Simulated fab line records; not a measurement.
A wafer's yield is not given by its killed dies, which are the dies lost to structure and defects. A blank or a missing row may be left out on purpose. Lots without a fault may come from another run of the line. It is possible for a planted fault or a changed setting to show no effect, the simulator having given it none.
Split-lot study | flow n5 finfet | route with 1938 steps; 7 lots, 39 wafers read

## ABOUT THE SPLIT
At N5_BEOL_M0_SAQP_SPACER2_ALD_26 (deposits SiO2, target thk 15 nm, pulse time 1 s, purge time 2 s), the setting target thk a was moved away from the recipe's 150 angstrom on 12 of the 39 wafers read, by -58.5% to +48.8%. For the rest of the wafers, this setting stayed at what the recipe calls for.

## FROM THE SPLIT TO THE READING: what the file shows between them, 2 steps
- N5_BEOL_M0_SAQP_SPACER2_ETCHBACK_27: etches SiO2 in CHF3/O2, target depth 22.5 nm, time 11.25 s
- N5_BEOL_M0_SAQP_MANDREL2_REMOVE_110: chemistry HBr/Cl2/O2, target a-Si, stops on SiCN, bt time 10 s

## THE READING
cd nm (nm) at N5_BEOL_M0_SAQP_CD_MEAS_29, where the cd target is 14.4 nm. Typical for fault-free wafers on this fab line: 14.99 nm, with standard deviation 0.24 nm.

wafer  | tool, chamber at the split | target thk a as run, angstrom | against the recipe | cd nm, nm | against lot-mates on the recipe
L075.1 | ald sin-01, 2,0,2,3        | 150                           | recipe             | 14.85     | -
L075.2 | ald sin-01, 2,0,2,3        | 150                           | recipe             | 15.03     | -
L075.3 | ald sin-01, 3              | 150                           | recipe             | 14.99     | -
L075.4 | ald sin-01, 1              | 150                           | recipe             | 15.05     | -
L075.5 | ald sin-01, 2,0,2,3        | 150                           | recipe             | 15.08     | -
L075.6 | ald sin-01, 2,0,2,3        | 150                           | recipe             | 14.91     | -
L076.1 | ald sin-02, 2,3,2          | 150                           | recipe             | 15.10     | -
L076.2 | ald sin-02, 0,3            | 88.27                         | -41.2%             | 8.35      | -6.67
L076.3 | ald sin-02, 1              | 88.27                         | -41.2%             | 8.69      | -6.33
L076.4 | ald sin-02, 2,3,2          | 150                           | recipe             | 15.03     | -
L076.5 | ald sin-02, 2,3,2          | 150                           | recipe             | 14.94     | -
L076.6 | ald sin-02, 0,3            | 88.27                         | -41.2%             | 8.95      | -6.07
L077.1 | ald sin-01, 1,3,2          | 150                           | recipe             | 15.32     | -
L077.2 | ald sin-01, 1,3,2          | 150                           | recipe             | 15.01     | -
L077.3 | ald sin-01, 1,3,2          | 150                           | recipe             | 14.97     | -
L079.1 | ald sin-02, 0,0,1          | 223.2                         | +48.8%             | 21.96     | +7.02
L079.2 | ald sin-02, 2,3            | 150                           | recipe             | 15.13     | -
L079.3 | ald sin-02, 1              | 150                           | recipe             | 14.83     | -
L079.4 | ald sin-02, 2,3            | 150                           | recipe             | 14.85     | -
L079.5 | ald sin-02, 0,0,1          | 223.2                         | +48.8%             | 22.17     | +7.23
L079.6 | ald sin-02, 0,0,1          | 223.2                         | +48.8%             | 22.05     | +7.11
L085.1 | ald sin-01, 0,1,2,1        | 150                           | recipe             | 15.09     | -
L085.2 | ald sin-01, 3,2            | 150                           | recipe             | 15.07     | -
L085.3 | ald sin-01, 0,1,2,1        | 150                           | recipe             | 14.76     | -
L085.4 | ald sin-01, 0,1,2,1        | 150                           | recipe             | 15.16     | -
L085.5 | ald sin-01, 0,1,2,1        | 150                           | recipe             | 14.79     | -
L085.6 | ald sin-01, 3,2            | 150                           | recipe             | 14.95     | -
L091.1 | ald sin-01, 0,0,3          | 62.22                         | -58.5%             | 6.04      | -8.71
L091.2 | ald sin-01, 2,1,3          | 150                           | recipe             | 14.44     | -
L091.3 | ald sin-01, 2,1,3          | 150                           | recipe             | 15.12     | -
L091.4 | ald sin-01, 2,1,3          | 150                           | recipe             | 14.70     | -
L091.5 | ald sin-01, 0,0,3          | 62.22                         | -58.5%             | 6.08      | -8.67
L091.6 | ald sin-01, 0,0,3          | 62.22                         | -58.5%             | 6.23      | -8.52
L093.1 | ald sin-04, 2,1,2          | 110.8                         | -26.1%             | 11.16     | -4.04
L093.2 | ald sin-04, 3,0,3          | 150                           | recipe             | 14.94     | -
L093.3 | ald sin-04, 2,1,2          | 110.8                         | -26.1%             | 11.00     | -4.20
L093.4 | ald sin-04, 3,0,3          | 150                           | recipe             | 15.43     | -
L093.5 | ald sin-04, 3,0,3          | 150                           | recipe             | 15.23     | -
L093.6 | ald sin-04, 2,1,2          | 110.8                         | -26.1%             | 11.32     | -3.88
If several chambers appear in one row, that row covers several wafers at once and the file leaves open which wafer was in which chamber.

FIT RESULTS
A straight line over all 39 wafers: cd nm changes by +0.149 nm for each +1% of target thk a; r = +1.00; the points scatter about the line by 0.21 nm.
The same after taking each lot's own level away (the mean of its wafers on the recipe; 39 wafers): +0.149 nm for each +1%; r = +1.00; scatter 0.18 nm.
According to that fit, moving target thk a by its largest amount changes the reading by 8.7 nm.
The span of the lots' own levels, 14.753 to 15.200 nm, comes to 1.9 times the standard deviation stated above.
The two slopes are in agreement: the lot-to-lot level therefore moves the slope only a little.
Check: -8.75 nm against its lot-mates is what the line predicts for one of the wafers moved furthest among these (-58.5%) when that wafer is left out of the fit. It came out at -8.71 nm against them.

## OTHER SPLITS ON THESE WAFERS
These wafers also went through other splits before the reading. Each is held against what the fit with the lots' levels taken away leaves over:
other split on the same wafers     | wafers away from the commonest value | r with cd nm (lot level and that fit taken away)
N5_FIN_SAQP_DESCUM_21 time s       | 12                                   | -0.01
N5_SD_EPI_N_ETCH_45 target depth a | 15                                   | -0.21
N5_SD_EPI_P_EPI_21 time s          | 12                                   | +0.04

## THE WHOLE CHAIN: every reading that the file lists as answering this split, in the file's order
step                                | what it does                                                            | reading                                                                                     | change (the file's fit)                                                            | r (the file's)
N5_BEOL_M0_SAQP_SPACER2_ALD_26      | deposits SiO2, target thk 15 nm, pulse time 1 s, purge time 2 s         | SiO2_of_BEOL_M0_SAQP_SPACER2_ALD_26.thk nm (the simulator's own value, which no gauge read) | +0.15 nm for each +1% of the setting                                               | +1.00
N5_BEOL_M0_SAQP_MANDREL2_REMOVE_110 | chemistry HBr/Cl2/O2, target a-Si, stops on SiCN, bt time 10 s          | BEOL_M0_SAQP.cd nm (the simulator's own value, which no gauge read)                         | +0.147 nm for each +1% of the setting                                              | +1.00
N5_BEOL_M0_SAQP_MANDREL2_REMOVE_110 | chemistry HBr/Cl2/O2, target a-Si, stops on SiCN, bt time 10 s          | SiO2_of_BEOL_M0_SAQP_SPACER2_ALD_26.thk nm (the simulator's own value, which no gauge read) | +0.143 nm for each +1% of the setting                                              | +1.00
N5_BEOL_M0_SAQP_CD_MEAS_29          | target cd 14.4 nm                                                       | cd nm                                                                                       | +0.149 nm for each +1% of the setting                                              | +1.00
N5_BEOL_M0_CUTY_ETCH_63             | etches SOC in N2/H2, target depth 82.7 nm, overetch 16.5 nm, time 124 s | SiO2_of_BEOL_M0_SAQP_SPACER2_ALD_26.thk nm (the simulator's own value, which no gauge read) | +0.125 nm for each +1% of the setting                                              | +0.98
N5_BEOL_M0_ETCH_138                 | etches SiCN in CH3F/O2, target depth 12 nm, time 31.6 s                 | SiO2_of_BEOL_M0_SAQP_SPACER2_ALD_26.thk nm (the simulator's own value, which no gauge read) | +0.111 nm for each +1% of the setting                                              | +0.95
N5_BEOL_M0_HM_OPEN_105              | chemistry Cl2/BCl3, target TiN, target depth 12 nm                      | SiO2_of_BEOL_M0_SAQP_SPACER2_ALD_26.thk nm (the simulator's own value, which no gauge read) | not straight: 0.4 at the lowest setting, 2.785 at the recipe, 10.13 at the highest | not given

## FILE'S OWN FIT
cd nm changes by +0.149 nm for each +1% of target thk a, r = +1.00.
